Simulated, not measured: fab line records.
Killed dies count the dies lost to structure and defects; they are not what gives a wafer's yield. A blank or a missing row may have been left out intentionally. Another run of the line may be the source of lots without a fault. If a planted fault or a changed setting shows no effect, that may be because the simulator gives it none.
The same fault as seen by 3 desks + flow n5 finfet + numbers are kept per desk, each desk with only its own; the story behind them comes last

## FOR THE TOOL OWNER'S DESK: ald hk-02
The tool's own readings at N5_MIM_TOP_ALD_01 (deposits HfO2, target thk 5.6 nm, pulse time 1 s, purge time 3 s): means of the sampled wafers that have a number, for each lot that ran on this tool. A lot is out of limits, marked OUT, if its mean lies more than 4 standard deviations from the usual mean; the brackets give that distance.
Columns: A = precursor pulse height rel at N5_MIM_TOP_ALD_01, usual 0.999
| lot  | first seen here | A     |
|------|-----------------|-------|
| L240 | day 13 17:00    | 1.001 |
| L246 | day 15 05:00    | 0.996 |
| L248 | day 16 11:00    | 1.013 |
| L251 | day 17 00:00    | 0.988 |
Result from this desk: across the 4 lots, nothing is out of limits.

## METROLOGY DESK
Means of the sampled wafers that have a number, per lot and without regard to the tool the lot ran on: this is what the gauges read. A lot is out of limits, marked OUT, if its mean lies more than 4 standard deviations from the usual mean; the brackets give that distance. It has 27 readings; the 7 that lie furthest out on some lot are the ones shown.
Columns: A = COMB_M11 at N5_BEOL_M15_RC_MEAS_101, usual 1.5e-11 S/m; B = COMB_M14 at N5_BEOL_M15_RC_MEAS_101, usual 4e-12 S/m; C = COMB_M5 at N5_BEOL_M15_RC_MEAS_101, usual 3.7e-11 S/m; D = COMB_M5_max_site at N5_BEOL_M15_RC_MEAS_101, usual 5.2e-11 S/m; E = COMB_M6 at N5_BEOL_M15_RC_MEAS_101, usual 2.6e-11 S/m; F = SERP_M14 at N5_BEOL_M15_RC_MEAS_101, usual 0.161 ohm/um; G = SERP_M14_max_site at N5_BEOL_M15_RC_MEAS_101, usual 0.163 ohm/um
| lot  | first seen here | A       | B     | C       | D       | E       | F     | G     |
|------|-----------------|---------|-------|---------|---------|---------|-------|-------|
| L237 | day 13 10:07    | 1.4e-11 | 5e-12 | 3.6e-11 | 5.0e-11 | 3.7e-11 | 0.161 | 0.163 |
| L240 | day 13 15:50    | 1.6e-11 | 4e-12 | 3.5e-11 | 4.8e-11 | 2.3e-11 | 0.161 | 0.163 |
| L242 | day 15 03:34    | 1.3e-11 | 5e-12 | 3.6e-11 | 6.0e-11 | 2.7e-11 | 0.166 | 0.169 |
| L246 | day 15 03:56    | 1.4e-11 | 3e-12 | 3.0e-11 | 4.8e-11 | 3.5e-11 | 0.162 | 0.163 |
| L248 | day 16 05:44    | 9.0e-12 | 4e-12 | 3.7e-11 | 6.2e-11 | 3.2e-11 | 0.165 | 0.166 |
| L251 | day 16 20:06    | 1.3e-11 | 4e-12 | 4.1e-11 | 5.8e-11 | 2.2e-11 | 0.159 | 0.160 |
| L254 | day 17 02:59    | 1.7e-11 | 6e-12 | 5.4e-11 | 7.3e-11 | 2.4e-11 | 0.165 | 0.166 |
Result from this desk: across the 7 lots, nothing is out of limits.

## THE DEFECT DESK
Per lot, the means of the sampled wafers with a number show what the inspections along the route counted. A lot is out of limits, marked OUT, if its mean lies more than 4 standard deviations from the usual mean; the brackets give that distance.
Columns: A = raw defect count at N5_BEOL_M15_INSPECT_55, usual 69
| lot  | first seen here | A   |
|------|-----------------|-----|
| L237 | day 13 10:18    | 86  |
| L240 | day 13 16:07    | 76  |
| L242 | day 15 03:43    | 65  |
| L246 | day 15 04:06    | 52  |
| L248 | day 16 05:55    | 108 |
| L251 | day 16 20:16    | 58  |
| L254 | day 17 03:10    | 52  |
Result from this desk: across the 7 lots, nothing is out of limits.

## TAKEN TOGETHER
Nothing out of limits was seen by the tool owner's desk.
Nothing out of limits was seen by the metrology desk.
Nothing the defect desk looked at was out of limits.

## WHAT THE SIMULATOR HAD INSERTED
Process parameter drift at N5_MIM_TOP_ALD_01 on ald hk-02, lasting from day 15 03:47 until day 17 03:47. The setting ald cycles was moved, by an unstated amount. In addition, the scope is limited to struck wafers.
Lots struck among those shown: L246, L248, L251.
